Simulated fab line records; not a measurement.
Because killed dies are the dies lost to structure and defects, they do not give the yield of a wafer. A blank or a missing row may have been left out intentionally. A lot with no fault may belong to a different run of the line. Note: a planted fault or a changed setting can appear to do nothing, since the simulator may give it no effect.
2 desks looking at one fault ; flow n5 finfet ; each desk has only its own numbers; what lay behind them comes last

## DESK OF THE TOOL OWNER: rie diel-03
The tool's own readings at N5_BEOL_M4_ETCH_74 (etches underlayer in N2/H2, target depth 6.5 nm, time 5.2 s): means of the sampled wafers that have a number, for each lot that ran on this tool. A lot is out of limits, marked OUT, if its mean lies more than 4 standard deviations from the usual mean; the brackets give that distance.
Columns: A = drypump motor current A at N5_BEOL_M4_ETCH_74, usual 5.7 A; B = etch rf on time s at N5_BEOL_M4_ETCH_74, usual 5.15 s; C = oes product au at N5_BEOL_M4_ETCH_74, usual 0.68 a.u.; D = rf vpp V at N5_BEOL_M4_ETCH_74, usual 524.1 V; E = showerhead plenum p Torr at N5_BEOL_M4_ETCH_74, usual 2.55 Torr; F = throttle valve pct at N5_BEOL_M4_ETCH_74, usual 17.8 %
lot;first seen here;A;B;C;D;E;F
L492;day 7 19:28;5.7;5.23;0.68;522.0;2.52;17.8
L501;day 10 02:39;6.0;5.12;0.71;525.2;2.61;17.9
L509;day 12 06:06;5.8;5.74 (+4.2) OUT;0.66;523.6;2.53;17.8
This desk's finding: out of limits on L509; first on L509, day 12 06:06 (etch rf on time s at N5_BEOL_M4_ETCH_74). L492, L501 stayed within limits.

## AT THE METROLOGY DESK
Lot by lot, what the gauges showed, no matter which tool ran the lot: averages of those sampled wafers that carry a number. A lot is out of limits, marked OUT, if its mean lies more than 4 standard deviations from the usual mean; the brackets give that distance. Only the readings that lie furthest out on some lot appear, 7 of the 11 it has.
Columns: A = M3_RS at N5_BEOL_M3_RS_MEAS_58, usual 0.67 ohm/sq; B = DIBL_N at N5_BEOL_M4_RC_MEAS_101, usual 37.1 mV/V; C = DIBL_P at N5_BEOL_M4_RC_MEAS_101, usual 37.2 mV/V; D = IOFF_N at N5_BEOL_M4_RC_MEAS_101, usual 0.18 nA/um; E = IOFF_P at N5_BEOL_M4_RC_MEAS_101, usual 0.23 nA/um; F = SS_P at N5_BEOL_M4_RC_MEAS_101, usual 73.5 mV/dec; G = VT_P at N5_BEOL_M4_RC_MEAS_101, usual -248 mV
lot;first seen here;A;B;C;D;E;F;G
L491;day 7 15:17;0.68;37.3;36.7;0.17;0.23;73.0;-248
L492;day 7 15:45;0.72;38.0;36.3;0.16;0.22;73.9;-250
L497;day 8 22:02;0.68;35.1;34.2;0.15;0.19;72.3;-249
L501;day 9 23:50;0.69;35.2;37.2;0.15;0.18;73.0;-253
L504;day 10 17:12;0.65;37.2;36.9;0.18;0.25;73.1;-246
L509;day 12 03:48;0.66;39.8;39.0;0.23;0.30;74.1;-244
L511;day 12 18:35;0.71;38.9;41.1;0.24;0.31;74.8;-245
L513;day 12 19:58;0.64;34.5;35.5;0.16;0.23;72.6;-248
L512;day 12 21:20;0.69;37.5;37.1;0.18;0.21;73.6;-252
Result from this desk: across the 9 lots, nothing is out of limits.

## ALL TOGETHER
The tool owner's desk had the chance to raise an alarm at day 12 06:06 on L509.
Nothing out of limits was seen by the metrology desk.
The metrology desk holds a record of L509, inside its limits.
N5_BEOL_M4_ETCH_74 was run on rie diel-03 by each of the lots named.

## WHAT WAS PUT IN BY THE SIMULATOR
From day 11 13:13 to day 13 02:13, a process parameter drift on rie diel-03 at N5_BEOL_M4_ETCH_74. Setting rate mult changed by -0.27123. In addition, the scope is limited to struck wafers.
Lots struck among those shown: L509.
Hours from the fault's start to each desk's first reading out of limits: the tool owner's desk, 17.
